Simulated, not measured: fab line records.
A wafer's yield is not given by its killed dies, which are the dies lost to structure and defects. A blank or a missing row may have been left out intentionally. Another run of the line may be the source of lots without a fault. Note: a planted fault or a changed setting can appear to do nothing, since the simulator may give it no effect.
Problem report, 8D (eight disciplines) form, completed by code / flow n5-finfet / the parts of the form that need people (team, actions taken, sign-off) are left out

1. WHAT WENT WRONG
Mean of bias-w at N5_BEOL_M0_SAQP_ETCH_107: 88.22 W across 2 wafers in 2 lots; on wafers with no fault it is 73.04 W (standard deviation 0.23). That puts it +66 standard deviations away from the usual mean.
The step: etches SiNx in CH3F/O2, target depth 30 nm.
First observed at day 9 13:25: wafer L232.1, on rie-diel-04. Wafers with a number at this step in the record: 18, from 6 lots. Rule for "out", or "out of limits": more than 4 standard deviations from the usual mean. The other wafers with a number count as sound.

2. WHAT THIS IS AND IS NOT
question=which readings at this step | is=bias-w, rf-vpp-V | is not=O2_flow_sccm, drypump-motor-current-A, oes-product-au, showerhead-plenum-p-Torr, throttle-valve-pct
question=which lots | is=L232, L236 | is not=L223, L224, L230, L239
question=which wafers of those lots | is=L232.1, L236.6 | is not=L232.2, L232.4, L236.2, L236.3
question=read on which tools | is=rie-diel-04 | is not=rie-diel-05, rie-diel-06
question=when | is=from day 9 13:25 | is not=up to then (11 sound wafers); but 5 sound wafers of L236, L239 came after

3. THE SUSPECTS, EACH WITH WHAT RULES IT OUT
Counting: a tool at a process step up to the reading stays a suspect if it ran every lot that is out. Sound lots after the first of them don't rule it out here, since some wafers of a struck lot are sound.
- rie-diel-04 at N5_BEOL_M0_SAQP_SPACER1_ETCHBACK_99 (etches SiO2 in CHF3/O2, target depth 15.4 nm, time 7.7 s): kept. It ran every lot that is out, first L232 (day 9 12:27).
- rie-diel-04 at N5_BEOL_M0_SAQP_ETCH_106 (etches SOC in N2/H2, stops on SiNx, target depth 150 nm): kept. It ran every lot that is out, first L232 (day 9 13:22); its last sound lot up to then is L224 (day 7 12:23).
- rie-diel-04 at N5_BEOL_M0_SAQP_ETCH_107 (etches SiNx in CH3F/O2, target depth 30 nm): kept. It ran every lot that is out, first L232 (day 9 13:25); its last sound lot up to then is L224 (day 7 12:26). On those wafers its own readings are out: bias-w, rf-vpp-V.
- At N5_BEOL_M0_SAQP_ETCH_106, inside rie-diel-04: chamber 0 took the wafers that are out, while their sound lot-mates went through chambers 1, 3.
- At N5_BEOL_M0_SAQP_ETCH_107, inside rie-diel-04: chamber 0 took the wafers that are out, while their sound lot-mates went through chambers 1, 3.
Still standing after the count: rie-diel-04 at N5_BEOL_M0_SAQP_SPACER1_ETCHBACK_99, rie-diel-04 at N5_BEOL_M0_SAQP_ETCH_106, rie-diel-04 at N5_BEOL_M0_SAQP_ETCH_107.

4. THE CAUSE (what the simulator had put in)
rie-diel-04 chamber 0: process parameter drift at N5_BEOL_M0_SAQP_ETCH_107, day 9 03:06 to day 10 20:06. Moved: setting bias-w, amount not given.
Of the 3 suspects that counting leaves, this tool is one.

5. THE EFFECT CHAIN, in route order
One row per reading whose mean, taken over the struck wafers that have a number, lies over 3 standard deviations from the usual. Readings are gone through only where the record gives a usual standard deviation; hours: the median, over the lots, of the time from a lot's start at the first step in this table giving one to that lot's start at this step; sigmas: the change measured in usual standard deviations.
hours=0; step=N5_BEOL_M0_SAQP_ETCH_107; reading=bias-w; usual=73.04 W; on struck wafers=88.22; change=+15.17; sigmas=+66
hours=0; step=N5_BEOL_M0_SAQP_ETCH_107; reading=rf-vpp-V; usual=299 V; on struck wafers=346; change=+48; sigmas=+13
Its process steps:
- N5_BEOL_M0_SAQP_ETCH_107: etches SiNx in CH3F/O2, target depth 30 nm.
Later measuring or inspecting steps at which every struck wafer that the step has a row for has a number for every such reading, and none has moved that far: N5_BEOL_M4_RC_MEAS_101.

6. WHAT WOULD HAVE CAUGHT IT SOONER
10 hours passed between the start of the fault at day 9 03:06 and the first reading out of limits in this record, taken at day 9 13:25.
